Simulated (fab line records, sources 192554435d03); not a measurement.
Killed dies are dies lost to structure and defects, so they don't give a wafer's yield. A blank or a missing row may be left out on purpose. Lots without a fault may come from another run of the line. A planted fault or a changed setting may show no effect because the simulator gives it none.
Split-lot experiment | flow n5_finfet | 7 lots, 21 wafers read, on a route of 1938 steps

THE SPLIT
At N5_MOL_CONTACT_COAG_ETCH_105 (etches SiARC in CF4, target depth 15.6 nm, time 26 s), the setting bias_w was moved away from the recipe's 36 W on 6 of the 21 wafers read, by -13.7% to +16.9%. The other wafers ran this setting at the recipe's value.

The reading is taken at the split's own step.

THE READING
rf_vpp_V, in V, at N5_MOL_CONTACT_COAG_ETCH_105 (etches SiARC in CF4, target depth 15.6 nm, time 26 s). Fault-free wafers of this fab line usually give 184.1 V, standard deviation 0.95 V.

wafer  | tool, chamber at the split | bias_w as run, W | against the recipe | rf_vpp_V, V | against lot-mates on the recipe
L075.1 | rie_diel-01, 3             | 39.58            | +9.9%              | 196.4       | +12.0
L075.3 | rie_diel-01, 1             | 36               | recipe             | 184.5       | -
L075.4 | rie_diel-01, 2             | 36               | recipe             | 184.4       | -
L077.2 | rie_diel-01, 3             | 36               | recipe             | 185.5       | -
L077.4 | rie_diel-01, 1             | 36               | recipe             | 184.5       | -
L077.6 | rie_diel-01, 0             | 36               | recipe             | 183.7       | -
L084.1 | rie_diel-05, 0             | 36               | recipe             | 185.5       | -
L084.2 | rie_diel-05, 1             | 42.07            | +16.9%             | 203.2       | +17.7
L084.3 | rie_diel-05, 3             | 42.07            | +16.9%             | 203.0       | +17.5
L088.2 | rie_diel-04, 1             | 36               | recipe             | 182.4       | -
L088.3 | rie_diel-04, 3             | 36               | recipe             | 185.1       | -
L088.6 | rie_diel-04, 3             | 36               | recipe             | 184.5       | -
L089.1 | rie_diel-04, 3             | 36               | recipe             | 184.5       | -
L089.5 | rie_diel-04, 3             | 36               | recipe             | 184.4       | -
L089.6 | rie_diel-04, 2             | 36               | recipe             | 183.7       | -
L091.1 | rie_diel-04, 0             | 31.07            | -13.7%             | 167.5       | -15.9
L091.2 | rie_diel-04, 3             | 31.07            | -13.7%             | 168.4       | -15.0
L091.3 | rie_diel-04, 2             | 36               | recipe             | 183.4       | -
L092.1 | rie_diel-01, 0             | 33.13            | -8.0%              | 173.7       | -11.3
L092.2 | rie_diel-01, 1             | 36               | recipe             | 185.0       | -
L092.3 | rie_diel-01, 3             | 36               | recipe             | 185.0       | -

THE FIT
A straight line over all 21 wafers: rf_vpp_V changes by +1.16 V for each +1% of bias_w; r = +1.00; the points scatter about the line by 0.85 V.
The same after taking each lot's own level away (the mean of its wafers on the recipe; 21 wafers): +1.11 V for each +1%; r = +0.99; scatter 0.89 V.
On that fit, the largest move of bias_w shifts the reading by 19 V.
The lots' own levels span 183.40 to 185.50 V, that is 2.2 times the standard deviation above.
So the lot-to-lot level changes the slope little: the two slopes agree.
Check: with one of the wafers moved furthest among these (+16.9%) left out of the fit, the line predicts +18.8 V for it against its lot-mates. It came out at +17.7 V against them.
Tool readings at the split's step, against how far the setting was moved: etch_rf_on_time_s r = -0.91; rf_vpp_V r = +1.00.

OTHER SPLITS ON THESE WAFERS
These wafers also went through other splits before the reading. Each is held against what the fit with the lots' levels taken away leaves over:
other split on the same wafers        | wafers away from the commonest value | r with rf_vpp_V (lot level and that fit taken away)
N5_SD_EPI_P_ETCH_36 bias_w            | 7                                    | -0.01
N5_SDB_ETCH_18 source_w               | 7                                    | +0.25
N5_SDB_ALD_29 ald_cycles              | 9                                    | +0.01
N5_HKMG_FIN_ETCH_35 time_s            | 10                                   | +0.21
N5_GATE_CUT_DESCUM_18 time_s          | 4                                    | +0.11
N5_MOL_CONTACT_COAG_EXPOSE_05 dose_mj | 7                                    | -0.23

THE WHOLE CHAIN: every reading that the file lists as answering this split, in the file's order
step                         | what it does                                         | reading           | change (the file's fit)              | r (the file's)
N5_MOL_CONTACT_COAG_ETCH_105 | etches SiARC in CF4, target depth 15.6 nm, time 26 s | etch_rf_on_time_s | withheld for each +1% of the setting | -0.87
N5_MOL_CONTACT_COAG_ETCH_105 | etches SiARC in CF4, target depth 15.6 nm, time 26 s | rf_vpp_V          | +1.13 V for each +1% of the setting  | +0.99

THE FILE'S OWN FIT
rf_vpp_V changes by +1.13 V for each +1% of bias_w, r = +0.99.
